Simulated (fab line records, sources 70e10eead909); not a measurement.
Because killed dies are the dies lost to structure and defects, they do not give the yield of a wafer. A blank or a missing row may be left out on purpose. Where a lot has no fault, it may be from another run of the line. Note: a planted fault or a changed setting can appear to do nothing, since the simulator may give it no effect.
Which tool is to blame? / flow nand_harc / 12 lots, 36 wafers sampled, at 5 steps of a route of 1159

== WHAT THE GAUGES READ, wafer by wafer ==
NHARC_END_SORT_01.
lot=L909; measured=day 19 18:31; on=prober-02; killed_at_array=19 24 17; killed_at_other=1 1 3; killed_at_periphery=6 4 12; killed_dies=26 29 32; killed_open=4 3 1; killed_short=0 1 1
lot=L907; measured=day 19 10:45; on=prober-02; killed_at_array=14 23 19; killed_at_other=0 0 1; killed_at_periphery=3 2 5; killed_dies=17 25 25; killed_open=4 6 3; killed_short=2 1 1
lot=L911; measured=day 20 03:56; on=prober-02; killed_at_array=30 24 24; killed_at_other=1 1 0; killed_at_periphery=3 1 0; killed_dies=34 26 24; killed_open=3 3 0; killed_short=1 2 2
lot=L910; measured=day 20 05:11; on=prober-01; killed_at_array=28 38 32; killed_at_other=0 0 0; killed_at_periphery=3 5 2; killed_dies=31 43 34; killed_open=6 3 2; killed_short=3 5 2
lot=L913; measured=day 21 21:22; on=prober-02; killed_at_array=20 19 23; killed_at_other=0 1 2; killed_at_periphery=1 1 1; killed_dies=21 21 26; killed_open=1 3 4; killed_short=1 3 0
lot=L917; measured=day 21 23:14; on=prober-01; killed_at_array=35 38 35; killed_at_other=1 2 0; killed_at_periphery=7 4 4; killed_dies=43 44 39; killed_open=5 6 6; killed_short=1 4 2
lot=L916; measured=day 21 13:38; on=prober-01; killed_at_array=37 25 30; killed_at_other=0 0 0; killed_at_periphery=3 5 2; killed_dies=40 30 32; killed_open=4 3 4; killed_short=3 4 3
lot=L918; measured=day 22 07:55; on=prober-01; killed_at_array=46 25 53; killed_at_other=0 1 0; killed_at_periphery=2 6 5; killed_dies=48 32 58; killed_open=3 5 4; killed_short=1 3 6
lot=L919; measured=day 22 15:42; on=prober-02; killed_at_array=14 11 23; killed_at_other=1 0 0; killed_at_periphery=4 7 4; killed_dies=19 18 27; killed_open=5 3 3; killed_short=2 3 4
lot=L920; measured=day 22 22:39; on=prober-01; killed_at_array=46 30 39; killed_at_other=0 1 0; killed_at_periphery=1 2 1; killed_dies=47 33 40; killed_open=0 2 2; killed_short=1 0 2
lot=L921; measured=day 23 00:20; on=prober-02; killed_at_array=17 21 29; killed_at_other=0 0 0; killed_at_periphery=9 4 7; killed_dies=26 25 36; killed_open=5 3 4; killed_short=1 2 3
lot=L924; measured=day 23 23:20; on=prober-01; killed_at_array=32 79 81; killed_at_other=1 0 0; killed_at_periphery=2 1 4; killed_dies=35 80 85; killed_open=1 0 6; killed_short=3 1 1

== TOOL THAT RAN EACH LOT (tool first, then ch and the chambers of the sampled wafers, then the start) ==
lot=L909; NHARC_A_SGD_CUT_ETCH_59=rie_diel-07 ch 0,1,2, day 13 17:34; NHARC_THIN_TSV_PRE_CLEAN_50=pvd_sputter-03, day 19 05:23 or earlier; NHARC_THIN_TSV_PVD_19=pvd_sputter-03, day 19 05:23 or earlier; NHARC_THIN_TSV_DESCUM_35=rie_diel-02 ch 0,1, day 19 05:23
lot=L907; NHARC_A_SGD_CUT_ETCH_59=rie_diel-04 ch 0,3, day 13 17:39; NHARC_THIN_TSV_PRE_CLEAN_50=pvd_sputter-02, day 18 17:35 or earlier; NHARC_THIN_TSV_PVD_19=pvd_sputter-02, day 18 17:35 or earlier; NHARC_THIN_TSV_DESCUM_35=rie_diel-07 ch 0,1, day 18 17:35
lot=L911; NHARC_A_SGD_CUT_ETCH_59=rie_diel-04 ch 0,3, day 14 20:09; NHARC_THIN_TSV_PRE_CLEAN_50=pvd_sputter-01, day 19 20:25 or earlier; NHARC_THIN_TSV_PVD_19=pvd_sputter-01, day 19 20:25 or earlier; NHARC_THIN_TSV_DESCUM_35=rie_diel-07 ch 1,2, day 19 20:25
lot=L910; NHARC_A_SGD_CUT_ETCH_59=rie_diel-07 ch 2,3, day 14 20:40; NHARC_THIN_TSV_PRE_CLEAN_50=pvd_sputter-03, day 19 19:02 or earlier; NHARC_THIN_TSV_PVD_19=pvd_sputter-03, day 19 19:02 or earlier; NHARC_THIN_TSV_DESCUM_35=rie_diel-10 ch 1,2, day 19 19:02
lot=L913; NHARC_A_SGD_CUT_ETCH_59=rie_diel-07 ch 0,2,3, day 15 18:20; NHARC_THIN_TSV_PRE_CLEAN_50=pvd_sputter-01, day 21 05:07 or earlier; NHARC_THIN_TSV_PVD_19=pvd_sputter-01, day 21 05:07 or earlier; NHARC_THIN_TSV_DESCUM_35=rie_diel-07 ch 0,1,3, day 21 05:07
lot=L917; NHARC_A_SGD_CUT_ETCH_59=rie_diel-10 ch 0,2, day 16 09:29; NHARC_THIN_TSV_PRE_CLEAN_50=pvd_sputter-01, day 21 12:54 or earlier; NHARC_THIN_TSV_PVD_19=pvd_sputter-01, day 21 12:54 or earlier; NHARC_THIN_TSV_DESCUM_35=rie_diel-07 ch 0,2,3, day 21 12:54
lot=L916; NHARC_A_SGD_CUT_ETCH_59=rie_diel-04 ch 0,1,2, day 16 10:19; NHARC_THIN_TSV_PRE_CLEAN_50=pvd_sputter-03, day 21 06:10 or earlier; NHARC_THIN_TSV_PVD_19=pvd_sputter-03, day 21 06:10 or earlier; NHARC_THIN_TSV_DESCUM_35=rie_diel-02 ch 0,2,3, day 21 06:10
lot=L918; NHARC_A_SGD_CUT_ETCH_59=rie_diel-04 ch 0,2,3, day 16 20:59; NHARC_THIN_TSV_PRE_CLEAN_50=pvd_sputter-02, day 21 22:35 or earlier; NHARC_THIN_TSV_PVD_19=pvd_sputter-02, day 21 22:35 or earlier; NHARC_THIN_TSV_DESCUM_35=rie_diel-07 ch 0,2,3, day 21 22:35
lot=L919; NHARC_A_SGD_CUT_ETCH_59=rie_diel-04 ch 0,1,2, day 16 21:37; NHARC_THIN_TSV_PRE_CLEAN_50=pvd_sputter-02, day 22 06:54 or earlier; NHARC_THIN_TSV_PVD_19=pvd_sputter-02, day 22 06:54 or earlier; NHARC_THIN_TSV_DESCUM_35=rie_diel-07 ch 0,1,2, day 22 06:54
lot=L920; NHARC_A_SGD_CUT_ETCH_59=rie_diel-10 ch 2,3, day 17 01:47; NHARC_THIN_TSV_PRE_CLEAN_50=pvd_sputter-03, day 22 10:37 or earlier; NHARC_THIN_TSV_PVD_19=pvd_sputter-03, day 22 10:37 or earlier; NHARC_THIN_TSV_DESCUM_35=rie_diel-07 ch 0,1,2, day 22 10:37
lot=L921; NHARC_A_SGD_CUT_ETCH_59=rie_diel-10 ch 0,1,3, day 17 09:44; NHARC_THIN_TSV_PRE_CLEAN_50=pvd_sputter-03, day 22 12:04 or earlier; NHARC_THIN_TSV_PVD_19=pvd_sputter-03, day 22 12:04 or earlier; NHARC_THIN_TSV_DESCUM_35=rie_diel-07 ch 1,3, day 22 12:04
lot=L924; NHARC_A_SGD_CUT_ETCH_59=rie_diel-04 ch 0,3, day 18 11:59; NHARC_THIN_TSV_PRE_CLEAN_50=pvd_sputter-02, day 23 14:52 or earlier; NHARC_THIN_TSV_PVD_19=pvd_sputter-02, day 23 14:52 or earlier; NHARC_THIN_TSV_DESCUM_35=rie_diel-10 ch 0,1,2, day 23 14:52
- NHARC_A_SGD_CUT_ETCH_59: etches the open film in N2/H2, target depth 260 nm, time 406.25 s.
- NHARC_THIN_TSV_PRE_CLEAN_50: time 30 s.
- NHARC_THIN_TSV_PVD_19: deposits TaN, target thk 20 nm.
- NHARC_THIN_TSV_DESCUM_35: chemistry O2, time 3 s.

== AS READ BY THE TOOLS THEMSELVES (means over the sampled wafers that have a number; for cases with no such wafer, the mark the record gives instead) ==
NHARC_A_SGD_CUT_ETCH_59.
lot=L909; tool=rie_diel-07; drypump_motor_current_A (A)=5.6; oes_product_au (a.u.)=0.998; rf_vpp_V (V)=429.7; showerhead_plenum_p_Torr (Torr)=2.03; throttle_valve_pct (%)=14.167
lot=L907; tool=rie_diel-04; drypump_motor_current_A (A)=5.7; oes_product_au (a.u.)=1.004; rf_vpp_V (V)=426.0; showerhead_plenum_p_Torr (Torr)=1.90; throttle_valve_pct (%)=14.175
lot=L911; tool=rie_diel-04; drypump_motor_current_A (A)=5.5; oes_product_au (a.u.)=1.002; rf_vpp_V (V)=427.2; showerhead_plenum_p_Torr (Torr)=1.91; throttle_valve_pct (%)=14.166
lot=L910; tool=rie_diel-07; drypump_motor_current_A (A)=5.7; oes_product_au (a.u.)=1.018; rf_vpp_V (V)=427.6; showerhead_plenum_p_Torr (Torr)=1.97; throttle_valve_pct (%)=14.172
lot=L913; tool=rie_diel-07; drypump_motor_current_A (A)=5.7; oes_product_au (a.u.)=1.006; rf_vpp_V (V)=428.9; showerhead_plenum_p_Torr (Torr)=1.95; throttle_valve_pct (%)=14.172
lot=L917; tool=rie_diel-10; drypump_motor_current_A (A)=5.9; oes_product_au (a.u.)=1.002; rf_vpp_V (V)=428.0; showerhead_plenum_p_Torr (Torr)=1.97; throttle_valve_pct (%)=14.175
lot=L916; tool=rie_diel-04; drypump_motor_current_A (A)=6.1; oes_product_au (a.u.)=1.009; rf_vpp_V (V)=430.9; showerhead_plenum_p_Torr (Torr)=2.01; throttle_valve_pct (%)=14.175
lot=L918; tool=rie_diel-04; drypump_motor_current_A (A)=5.8; oes_product_au (a.u.)=1.007; rf_vpp_V (V)=428.8; showerhead_plenum_p_Torr (Torr)=1.96; throttle_valve_pct (%)=14.179
lot=L919; tool=rie_diel-04; drypump_motor_current_A (A)=6.1; oes_product_au (a.u.)=1.008; rf_vpp_V (V)=430.4; showerhead_plenum_p_Torr (Torr)=2.01; throttle_valve_pct (%)=14.170
lot=L920; tool=rie_diel-10; drypump_motor_current_A (A)=6.0; oes_product_au (a.u.)=1.000; rf_vpp_V (V)=429.9; showerhead_plenum_p_Torr (Torr)=2.04; throttle_valve_pct (%)=14.174
lot=L921; tool=rie_diel-10; drypump_motor_current_A (A)=5.8; oes_product_au (a.u.)=1.000; rf_vpp_V (V)=427.5; showerhead_plenum_p_Torr (Torr)=1.96; throttle_valve_pct (%)=14.165
lot=L924; tool=rie_diel-04; drypump_motor_current_A (A)=5.5; oes_product_au (a.u.)=1.009; rf_vpp_V (V)=426.7; showerhead_plenum_p_Torr (Torr)=1.90; throttle_valve_pct (%)=14.168

NHARC_THIN_TSV_PRE_CLEAN_50.
lot=L909; tool=pvd_sputter-03; heater_power_w (W)=451
lot=L907; tool=pvd_sputter-02; heater_power_w (W)=429
lot=L911; tool=pvd_sputter-01; heater_power_w (W)=390
lot=L910; tool=pvd_sputter-03; heater_power_w (W)=446
lot=L913; tool=pvd_sputter-01; heater_power_w (W)=382
lot=L917; tool=pvd_sputter-01; heater_power_w (W)=400
lot=L916; tool=pvd_sputter-03; heater_power_w (W)=418
lot=L918; tool=pvd_sputter-02; heater_power_w (W)=411
lot=L919; tool=pvd_sputter-02; heater_power_w (W)=429
lot=L920; tool=pvd_sputter-03; heater_power_w (W)=450
lot=L921; tool=pvd_sputter-03; heater_power_w (W)=459
lot=L924; tool=pvd_sputter-02; heater_power_w (W)=429

NHARC_THIN_TSV_PVD_19.
lot=L909; tool=pvd_sputter-03; throttle_valve_pct (%)=30.6
lot=L907; tool=pvd_sputter-02; throttle_valve_pct (%)=30.3
lot=L911; tool=pvd_sputter-01; throttle_valve_pct (%)=31.1
lot=L910; tool=pvd_sputter-03; throttle_valve_pct (%)=30.4
lot=L913; tool=pvd_sputter-01; throttle_valve_pct (%)=30.7
lot=L917; tool=pvd_sputter-01; throttle_valve_pct (%)=31.6
lot=L916; tool=pvd_sputter-03; throttle_valve_pct (%)=30.1
lot=L918; tool=pvd_sputter-02; throttle_valve_pct (%)=31.0
lot=L919; tool=pvd_sputter-02; throttle_valve_pct (%)=30.3
lot=L920; tool=pvd_sputter-03; throttle_valve_pct (%)=30.5
lot=L921; tool=pvd_sputter-03; throttle_valve_pct (%)=31.4
lot=L924; tool=pvd_sputter-02; throttle_valve_pct (%)=30.3

NHARC_THIN_TSV_DESCUM_35.
lot=L909; tool=rie_diel-02; drypump_motor_current_A (A)=5.38; oes_product_au (a.u.)=1.004; rf_vpp_V (V)=57.1; showerhead_plenum_p_Torr (Torr)=1.81; throttle_valve_pct (%)=11.310
lot=L907; tool=rie_diel-07; drypump_motor_current_A (A)=5.64; oes_product_au (a.u.)=0.998; rf_vpp_V (V)=58.4; showerhead_plenum_p_Torr (Torr)=1.88; throttle_valve_pct (%)=11.313
lot=L911; tool=rie_diel-07; drypump_motor_current_A (A)=5.62; oes_product_au (a.u.)=0.996; rf_vpp_V (V)=58.2; showerhead_plenum_p_Torr (Torr)=1.97; throttle_valve_pct (%)=11.310
lot=L910; tool=rie_diel-10; drypump_motor_current_A (A)=6.13; oes_product_au (a.u.)=1.008; rf_vpp_V (V)=57.8; showerhead_plenum_p_Torr (Torr)=1.95; throttle_valve_pct (%)=11.300
lot=L913; tool=rie_diel-07; drypump_motor_current_A (A)=5.71; oes_product_au (a.u.)=0.991; rf_vpp_V (V)=57.5; showerhead_plenum_p_Torr (Torr)=1.87; throttle_valve_pct (%)=11.308
lot=L917; tool=rie_diel-07; drypump_motor_current_A (A)=5.69; oes_product_au (a.u.)=0.998; rf_vpp_V (V)=56.8; showerhead_plenum_p_Torr (Torr)=1.83; throttle_valve_pct (%)=11.307
lot=L916; tool=rie_diel-02; drypump_motor_current_A (A)=5.30; oes_product_au (a.u.)=1.011; rf_vpp_V (V)=57.2; showerhead_plenum_p_Torr (Torr)=1.90; throttle_valve_pct (%)=11.309
lot=L918; tool=rie_diel-07; drypump_motor_current_A (A)=5.70; oes_product_au (a.u.)=1.007; rf_vpp_V (V)=57.8; showerhead_plenum_p_Torr (Torr)=1.83; throttle_valve_pct (%)=11.309
lot=L919; tool=rie_diel-07; drypump_motor_current_A (A)=5.62; oes_product_au (a.u.)=0.986; rf_vpp_V (V)=57.9; showerhead_plenum_p_Torr (Torr)=1.90; throttle_valve_pct (%)=11.307
lot=L920; tool=rie_diel-07; drypump_motor_current_A (A)=5.63; oes_product_au (a.u.)=1.000; rf_vpp_V (V)=57.6; showerhead_plenum_p_Torr (Torr)=1.90; throttle_valve_pct (%)=11.316
lot=L921; tool=rie_diel-07; drypump_motor_current_A (A)=5.83; oes_product_au (a.u.)=0.991; rf_vpp_V (V)=57.3; showerhead_plenum_p_Torr (Torr)=1.87; throttle_valve_pct (%)=11.313
lot=L924; tool=rie_diel-10; drypump_motor_current_A (A)=5.95; oes_product_au (a.u.)=0.997; rf_vpp_V (V)=56.8; showerhead_plenum_p_Torr (Torr)=1.87; throttle_valve_pct (%)=11.313

== THE ANSWER, worked out from the rows above alone ==
Rule: what is usual is taken from the lots themselves. Put in order of their means at a reading, lots are off if they are a third of the lots or fewer, leave a main group of 4 or more, and stand apart from it by a gap of 3 or more times the standard deviation of the main group's means; of several such gaps the widest counts. Not used: any main group whose means are identical at the precision the tables above print for the reading. Also off: a lot with no number at a reading for which 4 or more lots have one. Any other lot the step has rows for is counted as sound. The gauges are gone through in route order, then the tools' own readings, and for those a lot's mean is taken as printed above. The first step at which some lot is off is used, and at that step the reading that is off furthest; a lot without a number counts as furthest.
Across all readings shown, no lot is off: no conclusion can be drawn from this.

== WHAT THE SIMULATOR PUT IN ==
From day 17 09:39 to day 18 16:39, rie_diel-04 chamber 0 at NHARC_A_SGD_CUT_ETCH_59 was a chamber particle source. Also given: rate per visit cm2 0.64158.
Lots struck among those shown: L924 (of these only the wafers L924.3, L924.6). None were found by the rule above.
